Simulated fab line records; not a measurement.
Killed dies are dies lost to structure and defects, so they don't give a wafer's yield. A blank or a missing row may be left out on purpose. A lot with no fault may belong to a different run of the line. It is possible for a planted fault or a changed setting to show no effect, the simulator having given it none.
A lot that was struck, set against a sound lot / flow nand_harc / 14 out of 1302 route steps
Sound: wafers L617.2, L617.4, L617.6. Wafers struck: L623.3, L623.4, L623.6. The cause is named last.
Per side, at each step with rows, come the tool, then ch with its chambers, and then its first start. Under that, the readings that differ: sound wafers / struck wafers / difference of the means / sigmas: that difference in standard deviations of wafers without a fault.
alike: a reading whose means differ by less than 2 such deviations, as well as words and numbers matching on both sides. not compared: withheld readings; readings where some wafer has no value; bounds like >300 that might hide an equal value; numbers whose values overlap and for which the record gives no deviation.
The two part at a step that has a row with sigmas, a row that says differs or no value, or rows on one side only. Numbers that have no deviation but don't overlap get no sigmas and don't part them. A reading missing from all wafers of one side parts the sides only when that side holds two or more wafers.

first, 1 step without rows for these wafers: NHARC_A_M0_SRD_25.
NHARC_A_M0_INSPECT_27:
  sound on defect_inspect-01, day 23 03:44; struck on defect_inspect-02, day 26 18:43
  alike: raw_defect_count
NHARC_A_M0_PRE_CLEAN_31: time 12 s.
  sound on pecvd-03 ch 0,1,2, day 23 03:49; struck on pecvd-03 ch 1,2, day 26 18:47
  alike: heater_power_w
  not compared: since_wet_clean_h
NHARC_A_M0_DEP_32: deposits SiCN, target thk 30 nm.
  sound on pecvd-03 ch 0,1,2, day 23 03:53; struck on pecvd-03 ch 1,2, day 26 18:52
  alike: heater_power_w
  not compared: since_wet_clean_h
then, 7 steps without rows for these wafers: NHARC_A_M1_DEP_00 (deposits SiOC, target thk 182.5 nm); NHARC_A_M1_DEHYDRATE_01 (time 120 s); NHARC_A_M1_HMDS_02 (time 30 s); NHARC_A_M1_COAT_34 (time 65 s); NHARC_A_M1_COAT_03 (resist thk 90 nm); NHARC_A_M1_SOFTBAKE_04 (time 55 s); NHARC_A_M1_EBR_05.
NHARC_A_M1_EXPOSE_06: exposes mask A M1, target cd 120 nm.
  sound on arfi_scanner-03 ch 0, day 23 05:00; struck on arfi_scanner-03 ch 0, day 26 19:58
reading=exposure_dose_mJ_cm2; sound=75.07 75.08 75.08; struck=76.82 76.88 76.86; difference=+1.78; sigmas=+22
  alike: mask
then, 1 step without rows for these wafers: NHARC_A_M1_PEB_07 (peb time 65 s).
NHARC_END_SORT_01:
  sound on prober-01 ch 0, day 24 17:35; struck on prober-01 ch 0, day 28 15:37
  alike: defect_limited_yield, killed_at_array, killed_at_other, killed_at_periphery, killed_dies, killed_open, killed_short, sort_bin_2_pct, sort_bin_3_pct, sort_bin_4_pct, sort_n_pass, sort_rim_yield_pct, sort_yield_pct

## WHERE THEY PART
Within this record, at NHARC_A_M1_EXPOSE_06 only. Later steps at which nothing parts them and some readings are alike: NHARC_END_SORT_01.

WHY: what the simulator had put in
Drift in process parameters on arfi_scanner-03 at NHARC_A_M1_EXPOSE_06, starting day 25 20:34. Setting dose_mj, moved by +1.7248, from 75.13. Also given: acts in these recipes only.
